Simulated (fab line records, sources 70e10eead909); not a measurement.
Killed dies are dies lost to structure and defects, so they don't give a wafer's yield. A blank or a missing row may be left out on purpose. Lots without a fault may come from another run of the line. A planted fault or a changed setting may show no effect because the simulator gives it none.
fab line records | flow nand_harc
record lots=5 wafers=15 last_day=24
route steps=1159 shown A_STAIRCASE@574
lots that met no fault: from a run of the same line without faults
start_h: hours from the record's first day to the start of the lot's first wafer shown | wait_h: hours since the lot's step before | " the same as in the row above | L1.1+2: a row that stands for several wafers | - no value, or no start given | * or withheld: withheld | < > ~ a bound
route shown NAME@n: a module of which the file shows steps, and the number in the route of the first | usual: mean/standard deviation of fault-free wafers | same: alike in all rows | chamber/n: place in a boat | sites: the reading at each site | _std_site: their standard deviation | _edge_site: outer sites' mean less inner sites' | radius_mm: how far each site lies from the wafer's centre | mask NAME#n: copy n | behind: the tool/chamber that last shaped the wafer | hold: why the lot was held/for how many hours/how that ended | device: the transistor (n, p or np) that didn't switch | end of line: the same wafers' tests at the end of the route | a step without rows: its recipe alone | killed: dies lost to structure and defects at the first sort, not the wafer's yield | map: a wafer's dies, x killed, . not, _ none there
set.NAME: the setting as run; set.NAME@STEP: as run at that earlier step | model.NAME: the simulator's own value behind a step, which no gauge read
lots at some steps of the route; a table a step, a row a wafer
services: from which hour (start_h, from the record's first day; less than 0 if before it) a tool's chamber was out of use, for how many hours, and why
## steps
# step NHARC_A_STAIRCASE_EBR_180
# step NHARC_A_STAIRCASE_EXPOSE_181
# recipe na=0.5 dose_mj=27.87 mask_id=STAIR_2
# step NHARC_A_STAIRCASE_PEB_182
# recipe peb_temp_c=115 peb_time_s=130
# step NHARC_A_STAIRCASE_DEVELOP_183
# recipe time_s=140
# step NHARC_A_STAIRCASE_HARDBAKE_185
# recipe temp_c=120 time_s=140
# step NHARC_A_STAIRCASE_DESCUM_186
# recipe time_s=3 o2_flow_sccm=200 ar_flow_sccm=0 bias_power_w=0 chemistry=O2
# usual drypump_motor_current_A=5.7/0.5 oes_product_au=0.997/0.011 rf_vpp_V=57.7/0.81 showerhead_plenum_p_Torr=1.91/0.07 throttle_valve_pct=11.311/0.0094
# columns lot.wafer tool chamber start_h wait_h drypump_motor_current_A oes_product_au rf_hours_counter_h rf_vpp_V showerhead_plenum_p_Torr throttle_valve_pct
L101.4 rie_diel-12 0 243.39 - 5.8 0.985 10 58.7 1.91 11.311
L101.3 " 1 " " 6.0 0.975 13 57.8 1.99 11.304
L101.5 " 3 " " 4.7 0.990 - 57.9 1.86 11.294
L104.2 rie_diel-08 2 259.34 - 5.8 1.016 42 56.8 1.79 11.304
L104.1 " 3 " " 5.1 0.998 50 58.5 1.88 11.303
L104.6 " 2 " " 5.8 1.011 - 57.4 1.79 11.306
L108.3 rie_diel-08 2 290.08 - 5.8 1.020 52 57.4 1.79 11.297
L108.4 " 1 " " 6.6 0.996 60 58.7 2.01 11.307
L108.6 " 2 " " 5.8 1.015 - 55.4 1.79 11.316
L124.4 rie_diel-06 1 372.52 - 5.9 0.990 45 58.3 1.97 11.312
L124.3 " 2 " " 6.1 1.014 47 58.4 1.95 11.313
L124.5 " 0 " " 5.2 1.001 - 57.6 1.87 11.304
L123.3 rie_diel-06 1 379.39 - 5.9 0.992 48 58.1 1.97 11.295
L123.2 " 3 " " 6.1 1.006 45 57.2 1.99 11.304
L123.5 " 0 " " 5.2 0.996 - 56.5 1.87 11.320
# step NHARC_A_STAIRCASE_TRIM_187
# recipe time_s=211.2 o2_flow_sccm=500 ar_flow_sccm=0 bias_w=0 chemistry=O2
# usual drypump_motor_current_A=5.7/0.5 oes_product_au=0.996/0.012 rf_vpp_V=57.8/0.94 showerhead_plenum_p_Torr=3.52/0.12 throttle_valve_pct=17.037/0.0092
# columns lot.wafer tool chamber start_h wait_h drypump_motor_current_A oes_product_au rf_hours_counter_h rf_vpp_V showerhead_plenum_p_Torr throttle_valve_pct
L101.3 rie_diel-12 1 243.48 0.1 6.0 0.971 14 57.4 3.66 17.025
L101.4 " 2 " " 5.5 1.007 14 56.9 3.53 17.037
L101.5 " 0 " " 5.8 0.989 - 58.5 3.53 17.024
L104.1 rie_diel-08 1 259.41 0.1 6.6 1.011 49 58.6 3.70 17.032
L104.2 " 2 " " 5.9 1.011 42 57.4 3.32 17.028
L104.6 " 1 " " 6.6 1.004 - 58.6 3.70 17.044
L108.4 rie_diel-08 0 290.19 0.1 5.8 0.991 48 56.6 3.41 17.042
L108.3 " 1 " " 6.6 0.997 60 58.9 3.70 17.031
L108.6 " 2 " " 5.8 1.008 - 58.1 3.32 17.031
L124.4 rie_diel-06 1 372.60 0.1 5.8 0.996 45 57.2 3.63 17.031
L124.3 " 3 " " 6.1 1.008 42 58.3 3.66 17.027
L124.5 " 0 " " 5.2 0.998 - 57.8 3.45 17.047
L123.3 rie_diel-06 3 379.47 0.1 6.1 1.021 45 58.9 3.65 17.052
L123.2 " 2 " " 6.1 1.012 49 57.2 3.58 17.044
L123.5 " 0 " " 5.2 0.999 - 58.0 3.45 17.054
# step NHARC_A_STAIRCASE_ETCH_188
# recipe target_depth_a=1000 time_s=40.5 ion_energy_ev=400 c4f8_flow_sccm=20 o2_flow_sccm=10 ar_flow_sccm=withheld rf_w=600 bias_w=1000 chemistry=C4F8/O2
# usual oes_product_au=0.937/0.014 rf_fwd_power_W=592.8/2.9 rf_vpp_V=896/4.4
# columns lot.wafer tool chamber start_h wait_h oes_product_au rf_fwd_power_W rf_hours_counter_h rf_vpp_V
L101.4 rie_diel-12 1 - - 0.923 586.7 14 902
L101.3 " 3 " " 0.939 593.6 15 892
L101.5 " 2 " " 0.956 596.1 - 897
L104.1 rie_diel-08 3 - - 0.932 596.6 51 893
L104.2 " 0 " " 0.926 589.7 38 892
L104.6 " 2 " " 0.933 591.0 - 888
L108.3 rie_diel-08 3 - - 0.938 595.2 61 894
L108.4 " 1 " " 0.955 591.8 60 901
L108.6 " 0 " " 0.971 596.3 - 890
L124.3 rie_diel-06 3 - - 0.943 590.7 42 901
L124.4 " 1 " " 0.911 593.1 45 899
L124.5 " 0 " " 0.930 589.3 - 893
L123.3 rie_diel-06 1 - - 0.924 593.7 48 901
L123.2 " 2 " " 0.950 595.8 49 898
L123.5 " 0 " " 0.933 590.6 - 893
# step NHARC_A_STAIRCASE_TRIM_189
# recipe time_s=211.2 o2_flow_sccm=500 ar_flow_sccm=0 bias_w=0 chemistry=O2
# usual drypump_motor_current_A=5.8/0.48 oes_product_au=0.995/0.011 rf_vpp_V=57.9/0.77 showerhead_plenum_p_Torr=3.53/0.12 throttle_valve_pct=17.037/0.0098
# columns lot.wafer tool chamber start_h wait_h drypump_motor_current_A oes_product_au rf_hours_counter_h rf_vpp_V showerhead_plenum_p_Torr throttle_valve_pct
L101.4 rie_diel-12 0 - - 5.8 0.988 10 58.4 3.53 17.041
L101.3 " 1 " " 6.0 0.985 14 58.4 3.66 17.028
L101.5 " 1 " " 6.0 0.978 - 57.9 3.66 17.025
L104.1 rie_diel-08 1 - - 6.6 0.994 50 57.3 3.70 17.041
L104.2 " 3 " " 5.2 1.001 51 58.2 3.47 17.043
L104.6 " 1 " " 6.6 1.009 - 59.5 3.70 17.045
L108.4 rie_diel-08 3 - - 5.2 0.997 61 57.2 3.46 17.027
L108.3 " 0 " " 5.8 1.012 49 58.3 3.41 17.040
L108.6 " 3 " " 5.2 0.994 - 57.5 3.46 17.046
L124.3 rie_diel-06 3 - - 6.1 1.006 43 57.1 3.66 17.036
L124.4 " 1 " " 5.8 0.982 45 59.2 3.63 17.024
L124.5 " 2 " " 6.1 1.005 - 58.0 3.58 17.057
L123.2 rie_diel-06 1 - - 5.9 0.991 48 57.8 3.63 17.026
L123.3 " 0 " " 5.2 0.997 47 57.5 3.45 17.042
L123.5 " 1 " " 5.8 0.982 - 58.5 3.63 17.032
# step NHARC_A_STAIRCASE_ETCH_190
# recipe target_depth_a=1000 time_s=40.5 ion_energy_ev=400 c4f8_flow_sccm=20 o2_flow_sccm=10 ar_flow_sccm=withheld rf_w=600 bias_w=1000 chemistry=C4F8/O2
# usual oes_product_au=0.937/0.012 rf_fwd_power_W=592.5/2.8 rf_vpp_V=895/4.4
# columns lot.wafer tool chamber start_h wait_h oes_product_au rf_fwd_power_W rf_hours_counter_h rf_vpp_V
L101.4 rie_diel-12 3 - - 0.948 597.7 15 892
L101.3 " 1 " " 0.920 588.2 14 901
L101.5 " 0 " " 0.921 590.9 - 896
L104.2 rie_diel-08 3 - - 0.932 592.6 51 896
L104.1 " 1 " " 0.943 591.6 50 902
L104.6 " 2 " " 0.953 591.3 - 888
L108.3 rie_diel-08 2 - - 0.952 590.2 53 889
L108.4 " 1 " " 0.935 590.6 60 902
L108.6 " 2 " " 0.948 591.5 - 887
L124.4 rie_diel-06 0 - - 0.939 591.2 44 894
L124.3 " 1 " " 0.933 595.8 45 898
L124.5 " 2 " " 0.932 593.9 - 898
L123.2 rie_diel-06 0 - - 0.949 593.9 47 892
L123.3 " 1 " " 0.934 590.8 48 899
L123.5 " 3 " " 0.945 590.3 - 901
# step NHARC_A_STAIRCASE_TRIM_191
# recipe time_s=211.2 o2_flow_sccm=500 ar_flow_sccm=0 bias_w=0 chemistry=O2
# step NHARC_A_STAIRCASE_ETCH_192
# recipe target_depth_a=1000 time_s=40.5 ion_energy_ev=400 c4f8_flow_sccm=20 o2_flow_sccm=10 ar_flow_sccm=withheld rf_w=600 bias_w=1000 chemistry=C4F8/O2
# usual oes_product_au=0.937/0.015 rf_fwd_power_W=593.0/2.5 rf_vpp_V=896/4.5
# columns lot.wafer tool chamber start_h wait_h oes_product_au rf_fwd_power_W rf_hours_counter_h rf_vpp_V
L101.3 rie_diel-12 0 244.16 - 0.917 594.5 10 894
L101.4 " 2 " " 0.937 596.5 15 897
L101.5 " 3 " " 0.923 593.4 - 892
L104.1 rie_diel-08 1 260.69 - 0.947 593.7 50 904
L104.2 " 2 " " 0.949 594.1 43 888
L104.6 " 3 " " 0.946 593.1 - 896
L108.3 rie_diel-08 3 290.78 - 1.037 688.9 62 893
L108.4 " 2 " " 0.969 590.4 53 888
L108.6 " 0 " " 0.945 596.2 - 891
L124.4 rie_diel-06 2 373.64 - 0.937 596.3 47 898
L124.3 " 3 " " 0.930 592.7 43 900
L124.5 " 1 " " 0.927 593.4 - 900
L123.2 rie_diel-06 3 380.09 - 0.951 591.5 45 900
L123.3 " 1 " " 0.911 593.9 48 898
L123.5 " 0 " " 0.940 590.9 - 892
# step NHARC_A_STAIRCASE_TRIM_193
# recipe time_s=211.2 o2_flow_sccm=500 ar_flow_sccm=0 bias_w=0 chemistry=O2
## services
# columns tool chamber start_h hours kind
rie_diel-06 0 220.38 - clean
rie_diel-06 1 220.38 - clean
rie_diel-06 2 220.38 - clean
rie_diel-06 3 220.38 - clean
rie_diel-08 0 221.02 31.8 repair
rie_diel-12 - 221.21 0.3 repair
rie_diel-08 1 231.97 - clean
rie_diel-08 2 231.97 - clean
rie_diel-08 3 231.97 - clean
rie_diel-08 3 240.57 5.9 repair
rie_diel-06 - 241.21 9.0 pm
rie_diel-06 0 241.21 9.0 vent_cycle
rie_diel-06 1 241.21 9.0 vent_cycle
rie_diel-06 2 241.21 9.0 vent_cycle
rie_diel-06 3 241.21 9.0 vent_cycle
rie_diel-08 2 245.58 13.5 repair
rie_diel-06 0 250.21 - clean
rie_diel-06 1 250.21 - clean
rie_diel-12 2 271.12 2.6 repair
rie_diel-06 - 289.23 1.7 repair
rie_diel-08 - 301.88 9.0 pm
rie_diel-06 1 302.71 4.0 repair
rie_diel-12 2 373.74 7.6 repair
rie_diel-12 - 379.46 9.0 pm
## key
first_sign step=NHARC_A_STAIRCASE_ETCH_192 reading=rf_fwd_power_W direction=up sigmas=38 usual=* struck=*
effect step=NHARC_A_STAIRCASE_ETCH_192 reading=oes_product_au direction=up sigmas=6.8 usual=0.937 struck=1.037
met_at NHARC_A_STAIRCASE_ETCH_192
struck_wafers L108.3
tester_left_out L108
onset_between 260.69 290.78
fault kind=process_parameter_drift tool=rie_diel-08 chamber=3 onset_h=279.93 steps=NHARC_A_STAIRCASE_ETCH_192 channel=rf_w offset=* shape=step end_h=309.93 acts_in=* stated=*
# tester_left_out: of these lots the tester's yield and bins aren't shown, on N5 and GAA mostly nor the transistor test; their killed dies are dies lost to structure and defects alone, not to doping, threshold or leakage, so they don't give the yield
